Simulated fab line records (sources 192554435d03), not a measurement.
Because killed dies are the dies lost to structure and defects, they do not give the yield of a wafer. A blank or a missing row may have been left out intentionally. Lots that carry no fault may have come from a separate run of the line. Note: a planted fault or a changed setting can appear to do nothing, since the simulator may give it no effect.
fab line records    flow n5_finfet    part 2 of 2: steps 20 to 27 of 27
[record] lots = 5  wafers = 15  last_day = 18
route steps=1938 shown BEOL_M5@1126
lots that met no fault: from a run of the same line without faults
start_h: hours from the record's opening day to when the first of the lot's shown wafers began    wait_h: hours from the lot's prior step to this one    " same as the row above    L1.1+2: a single row standing in for several wafers    - value missing, or start not given    * or withheld: withheld    < > ~ a bound
route shown NAME@n: a module of which the file shows steps, and the number in the route of the first    usual: mean and standard deviation over wafers with no fault    same: alike in all rows    chamber/n: place in a boat    sites: the reading at each site    _std_site: standard deviation of those values    _edge_site: outer sites' mean less inner sites'    radius_mm: how far each site lies from the wafer's centre    mask NAME#n: copy n    behind: the last tool/chamber to shape the wafer    hold: why the lot was held/for how many hours/how that ended    device: the n, p or np transistor that did not switch    end of line: the tests these same wafers got at the end of their route    step lacking rows: just its recipe    killed: not the wafer's yield, but the dies lost to structure and defects at the first sort    map: a wafer's dies, x killed, . not, _ none there
set.NAME: the setting as run; set.NAME@STEP: as run at that earlier step    model.NAME: the simulator's own value behind a step, which no gauge read
lots at selected steps of the route; one table per step, one row per wafer
services: from which hour (start_h, from the record's first day; less than 0 if before it) a tool's chamber was out of use, for how many hours, and why
[[steps]]
[step N5_BEOL_M5_EXPOSE_25]
[recipe] mask_id = V4  na = 0.33  source_shape = quasar  sigma_inner = 0.2  sigma_outer = 0.6  polarization = unpolarized  defocus_nm = 10  dose_mj = 52.75
[usual] exposure_dose_mJ_cm2 = 52.62/0.052
lot.wafer  tool            chamber  start_h  wait_h  mask  exposure_dose_mJ_cm2
L074.1     euv_scanner-01  0        166.11   -       V4#0  52.60
L074.3     "               0        "        "       V4#0  52.66
L074.5     "               0        "        "       V4#0  52.65
L086.2     euv_scanner-01  0        253.48   -       V4#0  52.63
L086.4     "               0        "        "       V4#0  52.51
L086.6     "               0        "        "       V4#0  52.53
L090.2     euv_scanner-01  0        279.59   -       V4#0  52.61
L090.4     "               0        "        "       V4#0  52.55
L090.6     "               0        "        "       V4#0  52.63
L092.1     euv_scanner-01  0        295.42   -       V4#0  52.54
L092.4     "               0        "        "       V4#0  52.63
L092.5     "               0        "        "       V4#0  52.59
L097.1     euv_scanner-02  0        322.57   -       V4#0  52.70
L097.4     "               0        "        "       V4#0  52.69
L097.6     "               0        "        "       V4#0  52.68
[step N5_BEOL_M5_PEB_26]
[recipe] peb_temp_c = 100  peb_time_s = 60  resist = CAR-EUV
lot.wafer   tool            chamber  start_h  wait_h
L074.1+3+5  litho_track-05  0        166.18   0.1
L086.2+4+6  litho_track-04  0        253.55   0.1
L090.2+4+6  litho_track-04  0        279.66   0.1
L092.1+4+5  litho_track-05  0        295.49   0.1
L097.1+4+6  litho_track-01  0        322.64   0.1
[step N5_BEOL_M5_DEVELOP_27]
[recipe] develop_time_s = 30  developer = TMAH  resist = CAR-EUV  rinse_liquid = surfactant_rinse  dry = air_spin  dev_temp_c = 23
lot.wafer   tool            chamber  start_h  wait_h
L074.1+3+5  litho_track-05  0        -        -
L086.2+4+6  litho_track-04  0        -        -
L090.2+4+6  litho_track-04  0        -        -
L092.1+4+5  litho_track-05  0        -        -
L097.1+4+6  litho_track-01  0        -        -
[step N5_BEOL_M5_CD_MEAS_28]
[recipe] target_cd_nm = 30.6  landing_energy_ev = 500  detector = se_inlens  target_cd_y_nm = 20  polarity = opening
[usual] cd_nm = 30.59/0.25
lot.wafer  tool       chamber  start_h  wait_h  cd_nm
L074.1     cd_sem-02  0        166.25   -       30.69
L074.3     "          0        "        "       30.52
L074.5     "          0        "        "       30.28
L086.2     cd_sem-03  0        253.62   -       30.84
L086.4     "          0        "        "       30.54
L086.6     "          0        "        "       30.79
L090.2     cd_sem-01  0        279.73   -       30.56
L090.4     "          0        "        "       30.12
L090.6     "          0        "        "       30.24
L092.1     cd_sem-03  0        295.56   -       30.73
L092.4     "          0        "        "       30.51
L092.5     "          0        "        "       30.50
L097.1     cd_sem-03  0        322.71   -       30.41
L097.4     "          0        "        "       30.57
L097.6     "          0        "        "       30.72
[step N5_BEOL_M5_OVL_MEAS_29]
[recipe] points_per_wafer = 522
[usual] V4_OVL = -0.2/0.62
lot.wafer  tool        chamber  start_h  wait_h  V4_OVL[nm]
L074.1     overlay-01  0        166.28   0.0     -1.0
L074.3     "           0        "        "       -0.1
L074.5     "           0        "        "       -0.3
L086.2     overlay-02  0        253.65   0.0     -1.3
L086.4     "           0        "        "       -1.2
L086.6     "           0        "        "       -0.9
L090.2     overlay-01  0        279.76   0.0     0.7
L090.4     "           0        "        "       -0.7
L090.6     "           0        "        "       -0.3
L092.1     overlay-02  0        295.59   0.0     -0.9
L092.4     "           0        "        "       0.0
L092.5     "           0        "        "       -0.7
L097.1     overlay-01  0        322.74   0.0     1.2
L097.4     "           0        "        "       -0.1
L097.6     "           0        "        "       1.0
[step N5_BEOL_M5_INSPECT_30]
[recipe] mode = adi  inspect_instrument = brightfield
[usual] raw_defect_count = 392/86
lot.wafer  tool               chamber  start_h  wait_h  raw_defect_count
L074.1     defect_inspect-01  -        166.34   0.1     398
L074.3     "                  -        "        "       371
L074.5     "                  -        "        "       298
L086.2     defect_inspect-01  -        253.70   0.0     267
L086.4     "                  -        "        "       259
L086.6     "                  -        "        "       333
L090.2     defect_inspect-02  -        279.81   0.0     443
L090.4     "                  -        "        "       389
L090.6     "                  -        "        "       430
L092.1     defect_inspect-01  -        295.65   0.1     312
L092.4     "                  -        "        "       365
L092.5     "                  -        "        "       331
L097.1     defect_inspect-01  -        322.80   0.1     272
L097.4     "                  -        "        "       413
L097.6     "                  -        "        "       310
[step N5_BEOL_M5_DESCUM_33]
[recipe] chemistry = O2  time_s = 7  source_power_w = 50  bias_power_w = 20  pressure_mtorr = 20  rf_frequency_hz = 2.712e+07  temp_c = 40  resist = CAR-EUV  o2_flow_sccm = 225
[usual] chamber_pressure_mTorr = 19.999/0.019  drypump_motor_current_A = 5.7/0.4  oes_product_au = 0.79/0.095  rf_vpp_V = 243.1/1.3  showerhead_plenum_p_Torr = 2.08/0.076  temp_c = 40.01/0.11  throttle_valve_pct = 20.41/0.27
lot.wafer  tool         chamber  start_h  wait_h  chamber_pressure_mTorr  drypump_motor_current_A  oes_product_au  rf_hours_counter_h  rf_vpp_V  showerhead_plenum_p_Torr  temp_c  throttle_valve_pct
L074.1     rie_diel-03  1        166.37   0.0     19.962                  5.7                      0.78            138                 243.4     2.09                      40.02   20.15
L074.3     "            0        "        "       19.992                  5.9                      0.86            50                  241.7     2.02                      40.06   20.09
L074.5     "            1        "        "       19.979                  5.7                      0.78            -                   243.1     2.09                      40.07   20.14
L086.2     rie_diel-02  3        253.74   0.0     20.025                  4.9                      0.71            226                 241.8     1.99                      39.82   20.95
L086.4     "            1        "        "       19.987                  6.4                      0.96            9                   242.2     2.03                      39.98   19.97
L086.6     "            2        "        "       20.017                  5.9                      0.74            -                   242.9     2.09                      39.93   20.68
L090.2     rie_diel-03  2        279.89   0.1     19.995                  6.0                      0.74            195                 241.6     1.99                      39.89   20.50
L090.4     "            3        "        "       19.989                  5.5                      0.69            213                 244.9     2.16                      39.97   20.47
L090.6     "            1        "        "       20.006                  5.7                      0.76            -                   243.8     2.08                      39.99   20.20
L092.1     rie_diel-02  1        295.68   0.0     20.004                  6.4                      0.92            19                  240.8     2.02                      39.82   19.98
L092.4     "            2        "        "       19.964                  5.8                      0.73            -                   243.8     2.08                      39.98   20.68
L092.5     "            1        "        "       20.017                  6.3                      0.93            -                   242.1     2.02                      39.90   19.98
L097.1     rie_diel-04  3        322.83   0.0     19.963                  6.2                      0.81            93                  245.2     2.22                      39.87   20.66
L097.4     "            0        "        "       19.968                  5.5                      1.02            0                   245.9     2.22                      39.91   20.14
L097.6     "            2        "        "       20.016                  5.8                      0.70            -                   241.5     2.05                      40.05   20.33
[step N5_BEOL_M5_ETCH_75]
[recipe] chemistry = N2/H2  target = underlayer  target_depth_a = 65  mask_material = CAR-EUV  time_s = 5.2  ion_energy_ev = 200  pressure_mtorr = 30  source_w = 840  bias_w = 150  n2_flow_sccm = 200  h2_flow_sccm = 200  ends = cleared
[usual] chamber_pressure_mTorr = 30.00/0.04  drypump_motor_current_A = 5.8/0.4  etch_rf_on_time_s = 5.23/0.11  n2_flow_sccm = 200.1/0.59  oes_product_au = 0.68/0.079  rf_vpp_V = 524.1/2.6  showerhead_plenum_p_Torr = 2.54/0.088  throttle_valve_pct = 17.89/0.24
lot.wafer  tool         chamber  start_h  wait_h  chamber_pressure_mTorr  drypump_motor_current_A  etch_rf_on_time_s  n2_flow_sccm  oes_product_au  rf_hours_counter_h  rf_vpp_V  showerhead_plenum_p_Torr  throttle_valve_pct
L074.1     rie_diel-03  1        166.40   0.0     30.06                   5.7                      5.16               199.9         0.66            138                 524.7     2.54                      17.64
L074.3     "            0        "        "       30.01                   5.9                      5.31               200.0         0.73            50                  521.5     2.47                      17.62
L074.5     "            1        "        "       29.95                   5.7                      5.13               199.7         0.66            -                   525.1     2.54                      17.64
L086.2     rie_diel-02  3        253.77   0.0     30.01                   4.9                      5.04               199.9         0.62            226                 519.9     2.40                      18.17
L086.4     "            1        "        "       30.07                   6.3                      5.16               200.3         0.82            9                   522.7     2.49                      17.44
L086.6     "            2        "        "       30.01                   5.9                      5.21               201.3         0.63            -                   525.0     2.54                      18.22
L090.2     rie_diel-03  2        279.93   0.0     30.04                   6.0                      5.23               201.6         0.63            195                 521.4     2.43                      18.07
L090.4     "            3        "        "       30.04                   5.5                      5.35               200.5         0.58            213                 527.7     2.63                      17.90
L090.6     "            1        "        "       30.02                   5.7                      5.21               199.7         0.64            -                   523.5     2.53                      17.67
L092.1     rie_diel-02  1        295.72   0.0     30.01                   6.3                      5.11               200.9         0.79            19                  524.3     2.48                      17.45
L092.4     "            2        "        "       29.94                   5.8                      5.16               200.2         0.63            -                   522.4     2.53                      18.22
L092.5     "            1        "        "       29.97                   6.3                      5.13               199.7         0.79            -                   523.9     2.48                      17.46
L097.1     rie_diel-04  3        322.87   0.0     29.99                   6.3                      5.43               199.6         0.67            93                  527.4     2.68                      18.01
L097.4     "            0        "        "       29.99                   5.5                      5.07               199.7         0.86            0                   529.4     2.72                      17.77
L097.6     "            2        "        "       30.03                   5.8                      5.25               198.5         0.60            -                   523.7     2.51                      17.82
[[services]]
tool            chamber  start_h  hours  kind
euv_scanner-01  -        139.76   4.6    pm
euv_scanner-02  -        144.38   1.0    pm
euv_scanner-01  -        149.13   1.0    pm
rie_metal-01    0        155.40   25.5   repair
rie_metal-03    -        162.48   0.4    repair
rie_diel-04     0        176.83   7.2    repair
rie_metal-03    -        177.06   1.4    pm
euv_scanner-02  -        179.90   17.3   pm
euv_scanner-02  -        197.20   4.6    pm
rie_diel-04     0        204.06   8.8    repair
euv_scanner-01  -        204.46   12.0   pm
euv_scanner-01  -        216.46   1.0    pm
rie_metal-02    -        233.82   14.6   pm
euv_scanner-01  -        248.81   0.4    repair
euv_scanner-02  -        254.58   1.0    pm
rie_diel-02     1        257.11   6.0    repair
euv_scanner-01  -        261.43   1.0    pm
euv_scanner-01  -        282.62   5.8    pm
rie_diel-04     0        284.54   18.3   repair
rie_diel-02     3        293.80   6.4    repair
euv_scanner-01  -        300.07   6.2    pm
euv_scanner-02  -        306.32   5.8    pm
euv_scanner-01  -        313.11   4.6    pm
rie_diel-03     0        318.87   4.7    repair
